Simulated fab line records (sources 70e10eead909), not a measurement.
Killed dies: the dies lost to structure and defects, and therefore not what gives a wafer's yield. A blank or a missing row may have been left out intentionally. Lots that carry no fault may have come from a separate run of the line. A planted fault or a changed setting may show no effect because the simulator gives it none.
Tool commonality check ; flow nand harc ; Sampled: 10 lots, 30 wafers

REASON FOR OPENING
Flagged at NHARC_P_ZERO_WELL_CD_MEAS_52: reading cd nm, on 1 of 10 lots. No-fault wafers: 2000.3 nm, standard deviation 1.7.
Rule: a lot is flagged when every wafer of it that has a number lies more than 4 standard deviations from that mean, or none has a number. All remaining lots are regarded as sound.

lot;measured;on;cd nm (nm), wafer by wafer;flag
L697;day 2 11:44;cd sem-01;2002.2 2001.2 2002.6;
L702;day 4 13:44;cd sem-03;1970.7 1972.1 1973.1;FLAGGED
L704;day 5 09:53;cd sem-01;2003.8 2000.9 2002.8;
L711;day 8 07:38;cd sem-02;1997.3 2000.0 1999.8;
L713;day 9 03:50;cd sem-02;2001.0 1999.7 1999.6;
L714;day 9 14:07;cd sem-01;2000.9 1999.6 2000.7;
L715;day 10 00:05;cd sem-02;1998.9 2001.0 1999.9;
L717;day 10 19:30;cd sem-01;1998.1 1998.1 2000.1;
L718;day 11 05:45;cd sem-01;2000.5 1998.4 2000.3;
L719;day 11 15:47;cd sem-03;1997.0 1998.9 1998.1;
On average the flagged lots' numbers are 1972.0 nm, which is -28.3 nm against the usual, or -17 standard deviations.

TOOL THAT RAN EACH LOT
3 process steps preceding the reading are held in the record, out of 1302 steps in the route. Read each cell as the tool, then ch plus the chambers that the sampled wafers visited, then the start.
lot;flag;NHARC_P_ZERO_WELL_DESCUM_13;NHARC_P_ZERO_WELL_DESCUM_39;NHARC_P_ZERO_WELL_EXPOSE_49
L697;;rie diel-10 ch 0,1, day 2 07:25;rie diel-10 ch 2,3, day 2 10:23;krf scanner-01 ch 0, day 2 11:35
L702;FLAGGED;rie diel-10 ch 1,3, day 4 09:17;rie diel-08 ch 0,1,3, day 4 12:16;krf scanner-04 ch 0, day 4 13:35
L704;;rie diel-10 ch 1,3, day 5 05:24;rie diel-01 ch 1,2,3, day 5 08:25;krf scanner-02 ch 0, day 5 09:44
L711;;rie diel-08 ch 0,3, day 8 03:25;rie diel-10 ch 0,1,3, day 8 06:17;krf scanner-04 ch 0, day 8 07:29
L713;;rie diel-10 ch 0,2, day 8 23:17;rie diel-10 ch 0,1, day 9 02:22;krf scanner-04 ch 0, day 9 03:40
L714;;rie diel-01 ch 0,1,2, day 9 09:38;rie diel-10 ch 0,2,3, day 9 12:45;krf scanner-04 ch 0, day 9 13:57
L715;;rie diel-10 ch 0,1,3, day 9 19:25;rie diel-01 ch 0,1,2, day 9 22:38;krf scanner-02 ch 0, day 9 23:56
L717;;rie diel-08 ch 0,1,2, day 10 15:18;rie diel-01 ch 0,3, day 10 18:01;krf scanner-04 ch 0, day 10 19:21
L718;;rie diel-01 ch 0,1,2, day 11 01:23;rie diel-10 ch 0,1,3, day 11 04:16;krf scanner-01 ch 0, day 11 05:36
L719;;rie diel-08 ch 0,1,3, day 11 11:23;rie diel-08 ch 1,2,3, day 11 14:18;krf scanner-02 ch 0, day 11 15:37
These steps, and what they do:
- NHARC_P_ZERO_WELL_DESCUM_13: chemistry O2, time 3 s.
- NHARC_P_ZERO_WELL_DESCUM_39: chemistry O2, time 3 s.
- NHARC_P_ZERO_WELL_EXPOSE_49: exposes mask P HVPW, target cd 2000 nm.
- NHARC_P_ZERO_WELL_CD_MEAS_52: target cd 2000 nm.

FLAGGED OVER TOTAL, TOOL BY TOOL (the gauges that took the reading come last)
step;tool;lots run;flagged;share of the flagged lots;sound lots run after its first flagged lot
NHARC_P_ZERO_WELL_DESCUM_13;rie diel-01;2;0;none;-
NHARC_P_ZERO_WELL_DESCUM_13;rie diel-08;3;0;none;-
NHARC_P_ZERO_WELL_DESCUM_13;rie diel-10;5;1;all;3 (L704,L713,L715)
NHARC_P_ZERO_WELL_DESCUM_39;rie diel-01;3;0;none;-
NHARC_P_ZERO_WELL_DESCUM_39;rie diel-08;2;1;all;1 (L719)
NHARC_P_ZERO_WELL_DESCUM_39;rie diel-10;5;0;none;-
NHARC_P_ZERO_WELL_EXPOSE_49;krf scanner-01;2;0;none;-
NHARC_P_ZERO_WELL_EXPOSE_49;krf scanner-02;3;0;none;-
NHARC_P_ZERO_WELL_EXPOSE_49;krf scanner-04;5;1;all;4 (L711,L713,L714,L717)
NHARC_P_ZERO_WELL_CD_MEAS_52;cd sem-01;5;0;none;-
NHARC_P_ZERO_WELL_CD_MEAS_52;cd sem-02;3;0;none;-
NHARC_P_ZERO_WELL_CD_MEAS_52;cd sem-03;2;1;all;1 (L719)

WHAT THE TABLE PERMITS
4 rows of the table ran every flagged lot: rie diel-10 at NHARC_P_ZERO_WELL_DESCUM_13, rie diel-08 at NHARC_P_ZERO_WELL_DESCUM_39, krf scanner-04 at NHARC_P_ZERO_WELL_EXPOSE_49, cd sem-03 at NHARC_P_ZERO_WELL_CD_MEAS_52.
- rie diel-10 at NHARC_P_ZERO_WELL_DESCUM_13 ran 5 lots, 1 of them flagged. Lots that were sound ran on it after the first flagged one (L704, L713, L715); a persistent fault on the entire tool would not allow that.
- rie diel-08 at NHARC_P_ZERO_WELL_DESCUM_39 ran 2 lots, 1 of them flagged. Lots that were sound ran on it after the first flagged one (L719); a persistent fault on the entire tool would not allow that.
- krf scanner-04 at NHARC_P_ZERO_WELL_EXPOSE_49 ran 5 lots, 1 of them flagged. Lots that were sound ran on it after the first flagged one (L711, L713, L714, L717); a persistent fault on the entire tool would not allow that.
- cd sem-03 at NHARC_P_ZERO_WELL_CD_MEAS_52 ran 2 lots, 1 of them flagged. Lots that were sound ran on it after the first flagged one (L719); a persistent fault on the entire tool would not allow that.
There is no row in the table that ran each flagged lot and no sound lot after the first.

WHAT HAD BEEN PUT IN BY THE SIMULATOR
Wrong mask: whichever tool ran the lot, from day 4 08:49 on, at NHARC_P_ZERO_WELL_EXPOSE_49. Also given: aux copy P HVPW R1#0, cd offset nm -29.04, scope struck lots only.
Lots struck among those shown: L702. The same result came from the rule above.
